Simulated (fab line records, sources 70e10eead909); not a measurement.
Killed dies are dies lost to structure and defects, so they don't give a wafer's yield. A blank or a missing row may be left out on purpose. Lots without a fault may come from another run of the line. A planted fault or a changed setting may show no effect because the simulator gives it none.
A struck lot beside a sound one | flow nand_harc | 16 steps out of a route of 1302
Sound: wafers L595.1, L595.2, L595.5. Struck: wafers L589.3, L589.4, L589.5. The cause comes at the end.
At each step with rows: each side's tool, then ch and its chambers, then its first start. Under that, the readings that differ: sound wafers | struck wafers | difference of the means | sigmas: that difference in standard deviations of wafers without a fault.
alike: readings whose means differ by less than 2 such deviations, and words and numbers that are the same on both sides. not compared: withheld readings, readings that some wafer has no value for, bounds like >300 that may hide the same value, and numbers for which the record gives no deviation and whose values overlap.
The two part at a step that has a row with sigmas, a row that says differs or no value, or rows on one side only. Numbers that don't overlap but have no deviation are shown without sigmas and don't part them. A reading that every wafer of one side lacks parts them only if that side has two wafers or more.

NHARC_A_ONON_D2_THK_MEAS_05: measures by ellipsometry.
  sound on film_metro-02, day 17 06:28; struck on film_metro-01, day 15 10:21
  alike: thk_nm
then, 1 step without rows for these wafers: NHARC_A_ONON_D2_DEP_06 (target thk 1000 nm).
NHARC_A_ONON_D2_THK_MEAS_08: measures by ellipsometry.
  sound on film_metro-01, day 17 07:02; struck on film_metro-02, day 15 10:55
  alike: thk_nm
then, 1 step without rows for these wafers: NHARC_A_ONON_D2_DEP_09 (target thk 1000 nm).
NHARC_A_ONON_D2_THK_MEAS_11: measures by ellipsometry.
  sound on film_metro-02, day 17 07:36; struck on film_metro-01, day 15 11:29
  reading     | sound       | struck         | difference | sigmas
  thk_nm (nm) | 982 982 981 | 1021 1021 1021 | +39        | +3
then, 1 step without rows for these wafers: NHARC_A_ONON_D2_DEP_12 (target thk 1000 nm).
NHARC_A_ONON_D2_THK_MEAS_14: measures by ellipsometry.
  sound on film_metro-01, day 17 08:10; struck on film_metro-02, day 15 12:03
  alike: thk_nm
then, 2 steps without rows for these wafers: NHARC_A_ONON_D2_ANNEAL_15 (time 3600 s); NHARC_A_ONON_D2_DEP_16 (target thk 1000 nm).
NHARC_A_ONON_D2_THK_MEAS_18: measures by ellipsometry.
  sound on film_metro-02, day 17 15:54; struck on film_metro-01, day 15 19:55
  alike: thk_nm
then, 1 step without rows for these wafers: NHARC_A_ONON_D2_DEP_19 (target thk 1000 nm).
NHARC_A_ONON_D2_THK_MEAS_21: measures by ellipsometry.
  sound on film_metro-02, day 17 16:29; struck on film_metro-01, day 15 20:29
  alike: thk_nm
NHARC_A_ONON_D2_DEP_22: target thk 1000 nm.
  sound on pecvd_onon-02 ch 0, day 17 16:32; struck on pecvd_onon-03 ch 0, day 15 20:40
  alike: susceptor_temp_C
NHARC_A_ONON_D2_THK_MEAS_24: measures by ellipsometry.
  sound on film_metro-01, day 17 17:02; struck on film_metro-01, day 15 21:04
  reading     | sound          | struck         | difference | sigmas
  thk_nm (nm) | 1007 1007 1005 | 1466 1466 1465 | +459       | +53
then, 1 step without rows for these wafers: NHARC_A_ONON_D2_DEP_25 (target thk 1000 nm).
-- the record jumps here: 12 days lie between the struck wafers' starts before and after (it left off in module A_ONON_D2 and takes up again in module END, whose first step shown is number 1302 of the route) --
NHARC_END_SORT_01:
  sound on prober-02 ch 0, day 29 02:41; struck on prober-02 ch 0, day 27 15:13
  reading         | sound    | struck      | difference | sigmas
  killed_at_array | 70 87 90 | 674 676 672 | +592       | +33
  killed_dies     | 77 95 94 | 677 677 677 | +588       | +35
  alike: killed_at_other, killed_at_periphery, killed_open, killed_short

WHERE THEY PART
First at NHARC_A_ONON_D2_THK_MEAS_11; last, within this record, at NHARC_END_SORT_01.

WHY: what the simulator had put in
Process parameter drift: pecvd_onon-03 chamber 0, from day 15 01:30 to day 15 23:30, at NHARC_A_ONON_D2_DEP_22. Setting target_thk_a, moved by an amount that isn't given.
